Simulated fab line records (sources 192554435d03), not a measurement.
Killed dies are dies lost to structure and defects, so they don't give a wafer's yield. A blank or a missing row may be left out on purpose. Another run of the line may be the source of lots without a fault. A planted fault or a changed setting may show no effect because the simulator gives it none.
fab line records	flow n5-finfet
record: lots: 7	wafers: 21	last-day: 18
route steps=1938 shown BEOL_M10@1534 BEOL_M11@1536 PASSIVATION@1936
lots that met no fault: from a run of the same line without faults
start-h: hours from the record's opening day to when the first of the lot's shown wafers began	wait-h: time in hours since the lot's previous step	" as in the row above	L1.1+2: a row that stands for several wafers	- either no value or no given start	* or withheld: withheld	< > ~ a bound
route shown NAME@n: NAME is a module with steps in the file, n the number in the route of the first one	usual: average and standard deviation across the fault-free wafers	same: alike in all rows	chamber/n: place in a boat	sites: readings site by site	_std_site: the values' standard deviation	_edge_site: the outer-site mean with the inner-site mean subtracted	radius-mm: how far each site lies from the wafer's centre	mask NAME#n: copy n	behind: the last tool/chamber to shape the wafer	hold: cause of the lot's hold/its duration in hours/its outcome	device: transistor that didn't switch, given as n, p or np	end of line: the route-end tests of the same wafers	where a step has no rows: the recipe by itself	killed: dies lost to structure and defects at the first sort, not the wafer's yield	map: shows each die of a wafer: x if killed, . if not, _ if none is there
set.NAME: the setting the step ran with; set.NAME@STEP: the setting that earlier step ran with	model.NAME: the simulator's own value behind a step, which no gauge read
lots at some steps of the route; a table a step, a row a wafer
services: when a tool's chamber went out of use (start-h, in hours from the record's first day, below 0 if earlier), for how many hours, and the reason
== steps ==
step: N5_BEOL_M10_RS_MEAS_57
recipe: thk-meas-gauge: four-point-probe	reads: Cu_of_BEOL_M10_ECD_50+Co_of_BEOL_M10_CVD_75+TaN_of_BEOL_M10_ALD_74
usual: M10_RS: 0.155/0.0042
lot.wafer	tool	chamber	start-h	wait-h	M10_RS[ohm/sq]
L244.1	film-metro-01	-	210.59	0.1	0.153
L244.2	"	-	"	"	0.156
L244.4	"	-	"	"	0.154
L253.2	film-metro-01	-	275.83	0.1	0.160
L253.4	"	-	"	"	0.164
L253.5	"	-	"	"	0.162
L258.4	film-metro-02	-	297.90	0.0	0.151
L258.5	"	-	"	"	0.159
L258.6	"	-	"	"	0.152
L259.2	film-metro-01	-	306.53	0.1	0.161
L259.5	"	-	"	"	0.160
L259.6	"	-	"	"	0.155
L261.1	film-metro-01	-	325.67	0.1	0.156
L261.2	"	-	"	"	0.158
L261.5	"	-	"	"	0.159
L266.1	film-metro-02	-	359.10	0.1	0.157
L266.4	"	-	"	"	0.153
L266.6	"	-	"	"	0.150
L265.1	film-metro-01	-	359.66	0.1	0.153
L265.2	"	-	"	"	0.158
L265.4	"	-	"	"	0.147
step: N5_BEOL_M10_INSPECT_58
recipe: inspect-instrument: darkfield	mode: post-dep
usual: raw-defect-count: 68/19
lot.wafer	tool	chamber	start-h	wait-h	raw-defect-count
L244.1	defect-inspect-02	-	210.62	0.0	68
L244.2	"	-	"	"	84
L244.4	"	-	"	"	88
L253.2	defect-inspect-02	-	275.86	0.0	65
L253.4	"	-	"	"	78
L253.5	"	-	"	"	59
L258.4	defect-inspect-02	-	297.92	0.0	59
L258.5	"	-	"	"	85
L258.6	"	-	"	"	102
L259.2	defect-inspect-02	-	306.56	0.0	37
L259.5	"	-	"	"	65
L259.6	"	-	"	"	50
L261.1	defect-inspect-01	-	325.70	0.0	88
L261.2	"	-	"	"	66
L261.5	"	-	"	"	64
L266.1	defect-inspect-02	-	359.12	0.0	56
L266.4	"	-	"	"	54
L266.6	"	-	"	"	41
L265.1	defect-inspect-01	-	359.69	0.0	50
L265.2	"	-	"	"	45
L265.4	"	-	"	"	115
step: N5_BEOL_M11_ILD_DEP_00
recipe: material: SiCOH_lowk	target-thk-a: 3085.1	temp-c: 300	precursor: DEMS/porogen	pressure-torr: 5	rf-w: 500	time-s: 58
usual: heater-power-w: 343/73	showerhead-plenum-p-Torr: 5.745/0.012	throttle-valve-pct: 13.8/0.73
lot.wafer	tool	chamber	start-h	wait-h	heater-power-w	showerhead-plenum-p-Torr	throttle-valve-pct
L244.1	pecvd-01	1	210.65	0.0	346	5.755	14.3
L244.2	"	0	"	"	414	5.728	13.5
L244.4	"	2	"	"	282	5.748	13.1
L253.2	pecvd-01	1	275.90	0.0	357	5.750	14.3
L253.4	"	0	"	"	386	5.737	13.5
L253.5	"	2	"	"	247	5.742	13.1
L258.4	pecvd-04	0	297.99	0.1	320	5.753	15.4
L258.5	"	1	"	"	364	5.712	14.4
L258.6	"	2	"	"	284	5.743	13.3
L259.2	pecvd-01	2	306.60	0.0	237	5.755	13.5
L259.5	"	0	"	"	453	5.740	13.3
L259.6	"	1	"	"	355	5.750	14.3
L261.1	pecvd-01	1	325.74	0.0	340	5.751	14.3
L261.2	"	2	"	"	257	5.754	13.2
L261.5	"	0	"	"	484	5.752	13.2
L266.1	pecvd-04	0	359.16	0.0	299	5.744	15.3
L266.4	"	0	"	"	305	5.746	15.1
L266.6	"	2	"	"	293	5.755	13.5
L265.1	pecvd-02	2	359.72	0.0	362	5.714	13.2
L265.2	"	0	"	"	384	5.733	13.8
L265.4	"	2	"	"	367	5.733	13.0
step: N5_BEOL_M11_CURE_71
recipe: temp-c: 385	time-s: 240	ambient: He/Ar	material: SiCOH_lowk
usual: lamp-power-pct: 52.32/0.052	wafer_temp_C_max: 386.9/0.8
lot.wafer	tool	chamber	start-h	wait-h	lamp-power-pct	wafer_temp_C_max
L244.1	uv-cure-03	0	210.73	0.0	52.38	386.4
L244.2	"	0	"	"	52.33	386.3
L244.4	"	0	"	"	52.33	386.2
L253.2	uv-cure-03	1	276.24	0.3	52.32	387.5
L253.4	"	1	"	"	52.22	388.3
L253.5	"	1	"	"	52.33	388.9
L258.4	uv-cure-02	1	298.28	0.3	52.33	386.1
L258.5	"	1	"	"	52.34	386.0
L258.6	"	1	"	"	52.24	386.1
L259.2	uv-cure-03	2	306.75	0.1	52.23	386.6
L259.5	"	2	"	"	52.25	386.6
L259.6	"	2	"	"	52.31	387.8
L261.1	uv-cure-01	2	326.07	0.3	52.32	385.9
L261.2	"	2	"	"	52.27	386.6
L261.5	"	2	"	"	52.25	386.5
L266.1	uv-cure-03	2	359.24	0.0	52.29	386.7
L266.4	"	2	"	"	52.32	387.4
L266.6	"	2	"	"	52.28	388.0
L265.1	uv-cure-01	1	359.80	0.0	52.35	386.5
L265.2	"	1	"	"	52.28	386.4
L265.4	"	1	"	"	52.23	386.6
step: N5_BEOL_M11_THK_MEAS_01
recipe: reads: SiCOH_lowk_of_BEOL_M11_ILD_DEP_00
usual: M11_ILD_THK: 268/3.7
lot.wafer	tool	chamber	start-h	wait-h	M11_ILD_THK[nm]
L244.1	film-metro-02	-	211.24	0.4	267
L244.2	"	-	"	"	265
L244.4	"	-	"	"	272
L253.2	film-metro-02	-	276.67	0.4	265
L253.4	"	-	"	"	265
L253.5	"	-	"	"	269
L258.4	film-metro-02	-	298.55	0.2	275
L258.5	"	-	"	"	268
L258.6	"	-	"	"	265
L259.2	film-metro-01	-	307.19	0.4	267
L259.5	"	-	"	"	269
L259.6	"	-	"	"	271
L261.1	film-metro-02	-	326.58	0.4	268
L261.2	"	-	"	"	269
L261.5	"	-	"	"	269
L266.1	film-metro-01	-	359.75	0.4	269
L266.4	"	-	"	"	270
L266.6	"	-	"	"	267
L265.1	film-metro-01	-	360.31	0.4	265
L265.2	"	-	"	"	262
L265.4	"	-	"	"	269
step: N5_BEOL_M11_PECVD_70
recipe: material: SiO2	target-thk-a: 200	temp-c: 400	precursor: TEOS/O2	pressure-torr: 5.5	rf-w: 450	teos-flow-sccm: 53.8	gas: O2	flow-sccm: 3000	time-s: 22.7
usual: heater-power-w: 771/120	showerhead-plenum-p-Torr: 8.80/0.034	throttle-valve-pct: 22.2/1.2
lot.wafer	tool	chamber	start-h	wait-h	heater-power-w	showerhead-plenum-p-Torr	throttle-valve-pct
L244.1	pecvd-04	1	211.28	0.0	915	8.75	23.3
L244.2	"	0	"	"	690	8.85	24.3
L244.4	"	1	"	"	905	8.71	23.3
L253.2	pecvd-04	0	276.71	0.0	647	8.83	24.5
L253.4	"	1	"	"	933	8.74	23.6
L253.5	"	1	"	"	903	8.73	23.7
L258.4	pecvd-02	2	298.60	0.1	788	8.78	20.9
L258.5	"	0	"	"	780	8.80	22.2
L258.6	"	2	"	"	788	8.79	21.1
L259.2	pecvd-01	2	307.22	0.0	687	8.81	21.5
L259.5	"	0	"	"	990	8.78	21.6
L259.6	"	2	"	"	671	8.81	21.3
L261.1	pecvd-01	0	326.62	0.0	993	8.76	21.4
L261.2	"	1	"	"	756	8.81	23.4
L261.5	"	0	"	"	970	8.77	21.4
L266.1	pecvd-04	1	359.79	0.0	823	8.76	23.4
L266.4	"	0	"	"	720	8.84	24.5
L266.6	"	2	"	"	720	8.85	21.8
L265.1	pecvd-02	0	360.35	0.0	789	8.79	22.4
L265.2	"	1	"	"	558	8.86	21.3
L265.4	"	2	"	"	714	8.78	21.3
step: N5_BEOL_M11_HM_DEP_02
recipe: material: TiN	target-thk-a: 200	temp-c: 25	chamber-pressure-pa: 0.49996
usual: throttle-valve-pct: 30.5/1.2
lot.wafer	tool	chamber	start-h	wait-h	throttle-valve-pct
L244.1	pvd-sputter-01	-	211.95	0.7	30.9
L244.2	"	-	"	"	27.4
L244.4	"	-	"	"	28.7
L253.2	pvd-sputter-03	-	278.47	1.7	31.0
L253.4	"	-	"	"	31.0
L253.5	"	-	"	"	30.9
L258.4	pvd-sputter-01	-	299.42	0.8	28.4
L258.5	"	-	"	"	30.6
L258.6	"	-	"	"	28.6
L259.2	pvd-sputter-01	-	309.03	1.8	28.7
L259.5	"	-	"	"	28.5
L259.6	"	-	"	"	27.3
L261.1	pvd-sputter-02	-	326.68	0.0	30.7
L261.2	"	-	"	"	29.0
L261.5	"	-	"	"	30.6
L266.1	pvd-sputter-03	-	362.70	2.9	31.3
L266.4	"	-	"	"	31.8
L266.6	"	-	"	"	31.5
L265.1	pvd-sputter-03	-	363.00	2.6	31.6
L265.2	"	-	"	"	31.0
L265.4	"	-	"	"	31.8
step: N5_BEOL_M11_COAT_59
recipe: resist: SOC	temp-c: 250	time-s: 60	spin-rpm: 1500	resist-thk-nm: 100
step: N5_BEOL_M11_COAT_60
recipe: resist: SiARC	temp-c: 220	time-s: 60	spin-rpm: 1500	resist-thk-nm: 30
step: N5_BEOL_M11_COAT_05
recipe: resist: CAR-ArF	spin-rpm: 1500	resist-thk-nm: 90
step: N5_BEOL_M11_EBR_07
recipe: solvent: PGMEA	ebr-width-mm: 1.5
step: N5_BEOL_M11_SOFTBAKE_06
recipe: temp-c: 110	time-s: 60	resist: CAR-ArF
step: N5_BEOL_M11_EXPOSE_08
recipe: mask-id: M11	na: 1.35	source-shape: dipole	sigma-inner: 0.411	sigma-outer: 0.611	polarization: te	dose-mj: 53.75
usual: exposure-dose-mJ-cm2: 53.70/0.055	focus-offset-nm: -0.1/0.54
same: na: 1.35	sigma-outer: 0.611
lot.wafer	tool	chamber	start-h	wait-h	mask	exposure-dose-mJ-cm2	focus-offset-nm
L244.1	arfi-scanner-03	0	213.34	-	M11#0	53.72	0.2
L244.2	"	0	"	"	M11#0	53.77	-0.1
L244.4	"	0	"	"	M11#0	53.75	-0.2
L253.2	arfi-scanner-02	0	278.85	-	M11#0	53.74	-0.8
L253.4	"	0	"	"	M11#0	53.67	0.2
L253.5	"	0	"	"	M11#0	53.62	-0.6
L258.4	arfi-scanner-02	0	299.68	-	M11#0	55.29	0.9
L258.5	"	0	"	"	M11#0	55.25	0.1
L258.6	"	0	"	"	M11#0	55.22	-0.1
L259.2	arfi-scanner-02	0	309.41	-	M11#0	54.93	0.2
L259.5	"	0	"	"	M11#0	54.92	-0.9
L259.6	"	0	"	"	M11#0	54.95	-0.8
L261.1	arfi-scanner-02	0	326.92	-	M11#0	54.75	-0.9
L261.2	"	0	"	"	M11#0	54.77	-0.7
L261.5	"	0	"	"	M11#0	54.68	-0.3
L266.1	arfi-scanner-03	0	362.95	-	M11#0	53.75	0.8
L266.4	"	0	"	"	M11#0	53.81	0.6
L266.6	"	0	"	"	M11#0	53.78	0.2
L265.1	arfi-scanner-03	0	363.29	-	M11#0	53.72	-0.8
L265.2	"	0	"	"	M11#0	53.79	-0.3
L265.4	"	0	"	"	M11#0	53.77	-0.1
step: N5_BEOL_M11_PEB_09
recipe: peb-temp-c: withheld	peb-time-s: 60	resist: CAR-ArF
step: N5_PASSIVATION_PROBE_49
usual: defect-limited-yield: 91.2/1.6	killed_at_M0_to_M3: 34/11	killed_at_M4_up: 13/5.2	killed-at-contacts: 13/6.3	killed-at-front-end: 40/14	killed-at-other: 3.2/2.4	killed-dies: 104/19	killed-on-rim: 14/4.2	killed-open: 69/14	killed-short: 32/7.5	sort_bin_5_function: 5.3/1.1	sort_bin_6_memory: 3.2/0.73	sort-n-pass: 1076/19	sort-yield-pct: 91.2/1.6
same: gross-dies: 1180	killed-at-back-side: 0	sort_bin_4_leakage[%]: 0	sort_bin_8_speed[%]: 0
lot.wafer	tool	chamber	start-h	wait-h	defect-limited-yield[%]	killed_at_M0_to_M3	killed_at_M4_up	killed-at-contacts	killed-at-front-end	killed-at-other	killed-dies	killed-on-rim	killed-open	killed-short	sort_bin_5_function[%]	sort_bin_6_memory[%]	sort-n-pass	sort-yield-pct[%]
L244.1	prober-02	-	262.69	0.0	93.7	25	13	12	23	1	74	10	44	27	4.2	1.9	1106	93.7
L244.2	prober-02	-	262.74	0.1	93.3	26	14	7	27	5	79	14	50	28	4.5	1.9	1101	93.3
L244.4	prober-02	-	262.84	0.2	93.9	22	11	11	28	0	72	11	44	27	3.9	2.0	1108	93.9
L253.2	prober-02	-	319.90	0.1	91.2	47	11	16	27	3	104	15	71	33	5.8	2.9	1076	91.2
L253.4	prober-02	-	320.00	0.2	90.9	39	17	13	35	3	107	17	82	23	5.6	3.3	1073	90.9
L253.5	prober-02	-	320.05	0.2	91.4	30	19	18	31	4	102	14	71	27	4.9	3.4	1078	91.4
L258.4	prober-02	-	347.55	0.2	89.6	31	13	15	58	6	123	15	87	34	5.5	4.5	1057	89.6
L258.5	prober-02	-	347.60	0.2	87.1	39	15	15	80	3	152	12	107	38	8.1	4.1	1028	87.1
L258.6	prober-02	-	347.65	0.3	87.4	48	23	15	63	0	149	16	99	46	7.0	5.3	1031	87.4
L259.2	prober-02	-	364.54	0.1	88.3	52	21	21	39	5	138	19	95	41	7.1	4.4	1042	88.3
L259.5	prober-02	-	364.69	0.2	92.3	32	9	13	33	4	91	11	58	27	5.1	2.5	1089	92.3
L259.6	prober-02	-	364.74	0.3	89.4	64	8	11	38	4	125	11	83	39	6.0	4.3	1055	89.4
L266.1	prober-02	-	421.56	0.0	91.1	17	29	5	48	6	105	12	64	39	5.6	3.0	1075	91.1
L266.4	prober-02	-	421.71	0.2	91.8	27	22	6	40	2	97	6	61	33	5.2	2.8	1083	91.8
L266.6	prober-02	-	421.81	0.3	91.2	22	28	11	40	3	104	15	75	29	5.2	3.4	1076	91.2
killed by level:class
L244.1 FIN_SAQP:geometric-particle:short=7 MOL_CONTACT_COAG:geometric-particle:open=7 BEOL_M0_SAQP:geometric-particle:open=6 BEOL_M0_SAQP:geometric-particle:short=6 MOL_CONTACT_COAG:geometric-particle:short=4 BEOL_M3:geometric-particle:open=4 FIN_SAQP:geometric-particle:open=3 BEOL_M4:geometric-particle:short=3
L244.2 BEOL_M0_SAQP:geometric-particle:short=10 MOL_CONTACT_COAG:geometric-particle:open=6 BEOL_M2:geometric-particle:open=6 BEOL_M0_SAQP:geometric-particle:open=6 BEOL_M4:geometric-particle:open=6 STARTING-WAFER:geometric-particle:short=5 GATE_CUT:geometric-particle:open=4 FIN_SAQP:geometric-particle:open=3
L244.4 MOL_CONTACT_COAG:geometric-particle:open=8 FIN_SAQP:geometric-particle:open=7 STARTING-WAFER:geometric-particle:short=7 FIN_SAQP:geometric-particle:short=6 BEOL_M3:geometric-particle:open=6 BEOL_M0_SAQP:geometric-particle:open=5 MOL_CONTACT_COAG:geometric-particle:short=3 BEOL_M2:geometric-particle:open=3
L253.2 BEOL_M2:geometric-particle:open=12 MOL_CONTACT_COAG:geometric-particle:open=11 BEOL_M3:geometric-particle:open=8 BEOL_M4:geometric-particle:open=6 DUMMY_GATE:geometric-particle:open=6 BEOL_M0:geometric-particle:open=6 FIN_SAQP:geometric-particle:open=5 MOL_CONTACT_COAG:geometric-particle:short=5
L253.4 BEOL_M2:geometric-particle:open=16 FIN_SAQP:geometric-particle:open=10 MOL_CONTACT_COAG:geometric-particle:open=10 STI_FIN_REVEAL:geometric-particle:open=7 DUMMY_GATE:geometric-particle:open=5 BEOL_M0_SAQP:geometric-particle:open=5 BEOL_M3:geometric-particle:open=5 BEOL_M4:geometric-particle:open=5
L253.5 MOL_CONTACT_COAG:geometric-particle:open=16 BEOL_M2:geometric-particle:open=7 BEOL_M1:geometric-particle:open=6 DUMMY_GATE:geometric-particle:open=6 BEOL_M4:geometric-particle:open=6 FIN_SAQP:geometric-particle:open=5 FIN_SAQP:geometric-particle:short=5 BEOL_M3:geometric-particle:open=5
L258.4 FIN_SAQP:geometric-particle:open=15 MOL_CONTACT_COAG:geometric-particle:open=13 STI_FIN_REVEAL:geometric-particle:open=12 BEOL_M2:geometric-particle:open=9 BEOL_M4:geometric-particle:open=8 BEOL_M0_SAQP:geometric-particle:open=6 BEOL_M0_SAQP:geometric-particle:short=6 DUMMY_GATE:geometric-particle:open=5
L258.5 STI_FIN_REVEAL:geometric-particle:open=33 MOL_CONTACT_COAG:geometric-particle:open=13 FIN_SAQP:geometric-particle:open=12 BEOL_M0_SAQP:geometric-particle:short=11 BEOL_M0_SAQP:geometric-particle:open=9 BEOL_M4:geometric-particle:open=9 STI_FIN_REVEAL:geometric-particle:short=7 BEOL_M3:geometric-particle:open=6
L258.6 STI_FIN_REVEAL:geometric-particle:open=15 FIN_SAQP:geometric-particle:open=13 MOL_CONTACT_COAG:geometric-particle:open=12 BEOL_M4:geometric-particle:open=12 FIN_SAQP:geometric-particle:short=9 BEOL_M2:geometric-particle:open=9 BEOL_M0:geometric-particle:open=7 BEOL_M0_SAQP:geometric-particle:open=7
L259.2 MOL_CONTACT_COAG:geometric-particle:open=15 BEOL_M4:geometric-particle:open=15 BEOL_M0_SAQP:geometric-particle:short=12 BEOL_M0_SAQP:geometric-particle:open=12 BEOL_M3:geometric-particle:open=9 FIN_SAQP:geometric-particle:open=9 STI_FIN_REVEAL:geometric-particle:open=6 DUMMY_GATE:geometric-particle:open=6
L259.5 FIN_SAQP:geometric-particle:open=8 MOL_CONTACT_COAG:geometric-particle:open=8 BEOL_M0_SAQP:geometric-particle:open=8 BEOL_M0_SAQP:geometric-particle:short=7 BEOL_M2:geometric-particle:open=7 DUMMY_GATE:geometric-particle:open=5 BEOL_M0:geometric-particle:open=5 PASS1_DEP:geometric-particle:short=4
L259.6 BEOL_M0_SAQP:geometric-particle:open=15 BEOL_M1:geometric-particle:open=15 GATE_CUT:geometric-particle:short=10 BEOL_M3:geometric-particle:open=9 MOL_CONTACT_COAG:geometric-particle:open=8 BEOL_M0_SAQP:geometric-particle:short=8 BEOL_M2:geometric-particle:open=7 STI_FIN_REVEAL:geometric-particle:open=5
L266.1 BEOL_M4:geometric-particle:open=19 STI_FIN_REVEAL:geometric-particle:open=14 FIN_SAQP:geometric-particle:short=7 STI_FIN_REVEAL:geometric-particle:short=7 BEOL_M0_SAQP:geometric-particle:short=4 BEOL_M0_SAQP:geometric-particle:open=4 BEOL_M4:geometric-particle:short=4 STARTING-WAFER:geometric-particle:open=4
L266.4 STI_FIN_REVEAL:geometric-particle:open=17 BEOL_M4:geometric-particle:open=10 FIN_SAQP:geometric-particle:short=7 BEOL_M0_SAQP:geometric-particle:short=7 DUMMY_GATE:geometric-particle:open=5 BEOL_M4:geometric-particle:short=5 BEOL_M0_SAQP:geometric-particle:open=5 BEOL_M2:geometric-particle:open=5
L266.6 STI_FIN_REVEAL:geometric-particle:open=17 BEOL_M4:geometric-particle:open=16 MOL_CONTACT_COAG:geometric-particle:open=10 FIN_SAQP:geometric-particle:open=7 FIN_SAQP:geometric-particle:short=7 BEOL_M1:geometric-particle:open=5 BEOL_M4:geometric-particle:short=5 BEOL_M3:geometric-particle:open=4
== services ==
tool	chamber	start-h	hours	kind
arfi-scanner-02	-	189.07	0.7	repair
uv-cure-01	-	201.01	7.5	pm
arfi-scanner-03	-	212.23	1.1	repair
uv-cure-03	-	217.24	7.5	pm
arfi-scanner-03	-	225.80	3.9	pm
pecvd-01	-	238.21	2.8	pm
pecvd-02	-	240.84	1.9	repair
uv-cure-01	-	241.66	2.1	pm
pecvd-01	-	243.67	0.6	repair
arfi-scanner-03	-	244.05	1.0	pm
arfi-scanner-03	-	246.74	2.1	repair
arfi-scanner-02	-	250.18	0.8	pm
uv-cure-01	-	261.58	15.1	repair
arfi-scanner-02	-	265.36	1.0	pm
arfi-scanner-03	-	271.30	0.8	pm
arfi-scanner-02	-	280.25	3.9	pm
arfi-scanner-03	-	281.40	1.3	pm
pecvd-04	-	285.18	6.0	pm
arfi-scanner-02	-	289.95	0.4	repair
uv-cure-03	-	319.69	1.0	pm
arfi-scanner-02	-	324.40	1.3	pm
arfi-scanner-02	-	344.24	1.0	pm
uv-cure-03	-	346.53	6.0	pm
arfi-scanner-03	-	354.51	1.0	pm
== key ==
first-sign: step: N5_BEOL_M11_EXPOSE_08	reading: exposure-dose-mJ-cm2	direction: up	sigmas: 23	usual: 53.70	struck: 54.97
effect none on later readings
met-at N5_BEOL_M11_EXPOSE_08
struck-wafers L258.4,L258.5,L258.6,L259.2,L259.5,L259.6,L261.1,L261.2,L261.5
loop-trim: step: N5_BEOL_M11_EXPOSE_08	setting: dose	lots: L259,L261
onset-between 278.85 299.68
fault: kind: process-parameter-drift	tool: arfi-scanner-02	chamber: -	onset-h: 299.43	steps: N5_BEOL_M11_EXPOSE_08	channel: dose-mj	offset: 1.5367	shape: step	acts-in: these-recipes-only	stated: 53.75
loop-trim: a control loop set the setting to another value than it would have without faults
